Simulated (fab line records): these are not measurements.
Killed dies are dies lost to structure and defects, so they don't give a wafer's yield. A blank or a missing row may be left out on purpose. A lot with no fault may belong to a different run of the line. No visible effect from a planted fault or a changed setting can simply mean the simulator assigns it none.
Chamber matching	flow nand_harc	rie_diel-13 running NHARC_A_STAIRCASE_ETCH_313: 4 sister chambers
The step etches the open film in CF4/CHF3. 8 wafers are shown with their chamber, then 8 later ones without.

== EACH WAFER AND ITS CHAMBER ==
wafer	chamber	showerhead_plenum_p_Torr (Torr)	drypump_motor_current_A (A)
L082.1	1	1.48	5.65
L082.6	1	1.48	5.63
L082.5	2	1.46	6.19
L084.5	0	1.55	5.70
L086.4	0	1.55	5.70
L086.5	2	1.46	6.15
L086.6	3	1.51	5.44
L092.3	3	1.50	5.40

== WAFERS WITH NO CHAMBER GIVEN ==
wafer	showerhead_plenum_p_Torr (Torr)	drypump_motor_current_A (A)
L092.4	1.70	6.20
L092.6	1.54	5.72
L094.1	1.50	5.43
L094.3	1.69	6.17
L094.4	1.54	5.69
L097.2	1.69	6.18
L097.4	1.54	5.71
L097.5	1.69	6.16

== WHICH CHAMBER EACH ONE RAN IN ==
wafer	from the rows above	in truth
L092.4	0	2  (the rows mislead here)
L092.6	0	0
L094.1	3	3
L094.3	0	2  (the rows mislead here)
L094.4	0	0
L097.2	0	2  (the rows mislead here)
L097.4	0	0
L097.5	0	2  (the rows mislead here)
Correct placement for 4 of the 8. Left unplaced by these rows: 0. Placed wrongly: 4.
How it was worked out, from the rows above alone: a wafer's distance from a chamber is the root of the sum, over the readings, of the square of ((its reading less the chamber's mean) divided by the reading's scatter). The wafer belongs to the nearest chamber; if the next one is less than 2 further off, it can't be placed. A chamber's mean is the mean of its shown wafers. The scatter: the root of (the sum of the squares of (reading less its chamber's mean) over the shown wafers, divided by (wafers less chambers)).
